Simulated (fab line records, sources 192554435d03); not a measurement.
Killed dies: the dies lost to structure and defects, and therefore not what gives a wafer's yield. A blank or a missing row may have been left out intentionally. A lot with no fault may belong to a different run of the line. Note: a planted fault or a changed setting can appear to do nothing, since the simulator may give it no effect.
Lot-split experiment / flow n5-finfet / 21 wafers read from 7 lots, route of 1938 steps

## ABOUT THE SPLIT
At N5_BEOL_M5_COAT_71 (time 60 s, resist thk 5 nm), the setting spin-rpm was moved away from the recipe's 1500 rpm on 10 of the 21 wafers read, by -9.3% to +9.5%. The other wafers ran this setting at the recipe's value.

## FROM THE SPLIT TO THE READING: what the file shows between them, 3 steps
- N5_BEOL_M5_COAT_05: resist thk 30 nm
- N5_BEOL_M5_EBR_07
- N5_BEOL_M5_DESCUM_16: chemistry O2, time 7 s

## THE READING
etch.depth-nm (the simulator's own value, which no gauge read), in nm, at N5_BEOL_M5_ETCH_72 (etches underlayer in N2/H2, target depth 6.5 nm, time 5.2 s). No usual value for it is given in the file. Average 5.003 nm, standard deviation 0.0074 nm, over the 11 wafers here run with the recipe.

wafer=L079.2; tool, chamber at the split=litho-track-01, 0; spin-rpm as run, rpm=1500; against the recipe=recipe; etch.depth-nm, nm=4.993; against lot-mates on the recipe=-
wafer=L079.3; tool, chamber at the split=litho-track-01, 0; spin-rpm as run, rpm=1500; against the recipe=recipe; etch.depth-nm, nm=4.993; against lot-mates on the recipe=-
wafer=L079.4; tool, chamber at the split=litho-track-01, 0; spin-rpm as run, rpm=1500; against the recipe=recipe; etch.depth-nm, nm=5.003; against lot-mates on the recipe=-
wafer=L081.3; tool, chamber at the split=litho-track-03, 0; spin-rpm as run, rpm=1500; against the recipe=recipe; etch.depth-nm, nm=5.005; against lot-mates on the recipe=-
wafer=L081.5; tool, chamber at the split=litho-track-03, 0; spin-rpm as run, rpm=1603; against the recipe=+6.9%; etch.depth-nm, nm=4.844; against lot-mates on the recipe=-0.161
wafer=L081.6; tool, chamber at the split=litho-track-03, 0; spin-rpm as run, rpm=1603; against the recipe=+6.9%; etch.depth-nm, nm=4.834; against lot-mates on the recipe=-0.171
wafer=L085.1; tool, chamber at the split=litho-track-03, 0; spin-rpm as run, rpm=1500; against the recipe=recipe; etch.depth-nm, nm=5.007; against lot-mates on the recipe=-
wafer=L085.4; tool, chamber at the split=litho-track-03, 0; spin-rpm as run, rpm=1500; against the recipe=recipe; etch.depth-nm, nm=5.008; against lot-mates on the recipe=-
wafer=L085.6; tool, chamber at the split=litho-track-03, 0; spin-rpm as run, rpm=1642; against the recipe=+9.5%; etch.depth-nm, nm=4.786; against lot-mates on the recipe=-0.222
wafer=L088.2; tool, chamber at the split=litho-track-01, 0; spin-rpm as run, rpm=1500; against the recipe=recipe; etch.depth-nm, nm=4.995; against lot-mates on the recipe=-
wafer=L088.3; tool, chamber at the split=litho-track-01, 0; spin-rpm as run, rpm=1361; against the recipe=-9.3%; etch.depth-nm, nm=5.25; against lot-mates on the recipe=+0.249
wafer=L088.4; tool, chamber at the split=litho-track-01, 0; spin-rpm as run, rpm=1500; against the recipe=recipe; etch.depth-nm, nm=5.007; against lot-mates on the recipe=-
wafer=L089.2; tool, chamber at the split=litho-track-01, 0; spin-rpm as run, rpm=1500; against the recipe=recipe; etch.depth-nm, nm=5.019; against lot-mates on the recipe=-
wafer=L089.5; tool, chamber at the split=litho-track-01, 0; spin-rpm as run, rpm=1560; against the recipe=+4.0%; etch.depth-nm, nm=4.92; against lot-mates on the recipe=-0.099
wafer=L089.6; tool, chamber at the split=litho-track-01, 0; spin-rpm as run, rpm=1560; against the recipe=+4.0%; etch.depth-nm, nm=4.92; against lot-mates on the recipe=-0.099
wafer=L094.2; tool, chamber at the split=litho-track-03, 0; spin-rpm as run, rpm=1594; against the recipe=+6.3%; etch.depth-nm, nm=4.846; against lot-mates on the recipe=no lot-mate on the recipe
wafer=L094.3; tool, chamber at the split=litho-track-03, 0; spin-rpm as run, rpm=1594; against the recipe=+6.3%; etch.depth-nm, nm=4.863; against lot-mates on the recipe=no lot-mate on the recipe
wafer=L094.4; tool, chamber at the split=litho-track-03, 0; spin-rpm as run, rpm=1594; against the recipe=+6.3%; etch.depth-nm, nm=4.851; against lot-mates on the recipe=no lot-mate on the recipe
wafer=L096.1; tool, chamber at the split=litho-track-01, 0; spin-rpm as run, rpm=1443; against the recipe=-3.8%; etch.depth-nm, nm=5.086; against lot-mates on the recipe=+0.086
wafer=L096.2; tool, chamber at the split=litho-track-01, 0; spin-rpm as run, rpm=1500; against the recipe=recipe; etch.depth-nm, nm=5.002; against lot-mates on the recipe=-
wafer=L096.4; tool, chamber at the split=litho-track-01, 0; spin-rpm as run, rpm=1500; against the recipe=recipe; etch.depth-nm, nm=4.998; against lot-mates on the recipe=-

THE FIT
A straight line over all 21 wafers: etch.depth-nm changes by -0.0242 nm for each +1% of spin-rpm; r = -1.00; the points scatter about the line by 0.0097 nm.
The same after taking each lot's own level away (the mean of its wafers on the recipe; 18 wafers): -0.0248 nm for each +1%; r = -1.00; scatter 0.007 nm.
On that fit, the largest move of spin-rpm shifts the reading by 0.23 nm.
Across the lots, their own levels run from 4.9963 to 5.0190 nm, a range of 3.1 times the standard deviation given above.
Hence the lot-to-lot level has little effect on the slope; both slopes agree.
Check: for one of the wafers moved furthest among these (+9.5%), held out of the fit, the line's prediction against its lot-mates is -0.237 nm. Against them it came out at -0.222 nm.

## THESE WAFERS: OTHER SPLITS
These wafers also went through other splits before the reading. Each is held against what the fit with the lots' levels taken away leaves over:
other split on the same wafers=N5_BEOL_M4_DESCUM_16 time-s; wafers away from the commonest value=4; r with etch.depth-nm (lot level and that fit taken away)=+0.39
other split on the same wafers=N5_BEOL_M4_VIA_ETCH_34 source-w; wafers away from the commonest value=6; r with etch.depth-nm (lot level and that fit taken away)=-0.22

## FILE'S OWN FIT
etch.depth-nm changes by -0.0248 nm for each +1% of spin-rpm, r = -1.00.
